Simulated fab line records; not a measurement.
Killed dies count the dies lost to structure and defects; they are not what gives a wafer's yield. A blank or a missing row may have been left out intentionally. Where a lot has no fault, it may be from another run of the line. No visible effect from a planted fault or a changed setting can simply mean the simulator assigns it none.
Chamber matching | flow nand-harc | 4 sister chambers for NHARC_A_CHANNEL_FILL_D1_ALD_14 on ald-hk-03
The step deposits SiO2, target thk 2.5 nm, pulse time 10 s, ald cycles 25. 4 wafers are shown with their chamber, then 11 later ones without.

EACH WAFER AND ITS CHAMBER
wafer  | chamber | heater-power-w (W)
L086.6 | 2       | 477
L092.5 | 0       | 480
L092.6 | 3       | 521
L093.1 | 1       | 547

WAFERS WITHOUT THEIR CHAMBER
wafer  | heater-power-w (W)
L093.3 | 499
L093.5 | 483
L094.1 | 490
L094.3 | 514
L094.6 | 532
L097.1 | 496
L097.2 | 539
L097.6 | 487
L097.3 | 464
L097.4 | 518
L097.5 | 547

EACH ONE'S CHAMBER
wafer  | from the rows above          | in truth
L093.3 | can't be placed: 0 or 2 or 3 | 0
L093.5 | can't be placed: 0 or 2      | 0
L094.1 | can't be placed: 0 or 2      | 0
L094.3 | 3                            | 3
L094.6 | can't be placed: 3 or 1      | 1
L097.1 | can't be placed: 0 or 2 or 3 | 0
L097.2 | can't be placed: 1 or 3      | 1
L097.6 | can't be placed: 0 or 2      | 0
L097.3 | can't be placed: 2 or 0      | 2
L097.4 | 3                            | 3
L097.5 | 1                            | 1
Correct placement for 3 of the 11. Unplaceable from these rows: 8, with the true chamber sitting among the candidates in 8. 0 placed wrongly.
How it was worked out, from the rows above alone: a wafer's distance from a chamber is the root of the sum, over the readings, of the square of ((its reading less the chamber's mean) divided by the reading's scatter). If the next closest chamber is less than 2 further off than the closest, the wafer can't be placed; otherwise it belongs to the closest. For every chamber, the mean is computed from those of its wafers that are shown. The scatter: root of mean squared gap, hidden wafer to nearest shown wafer, with one shown wafer a chamber.
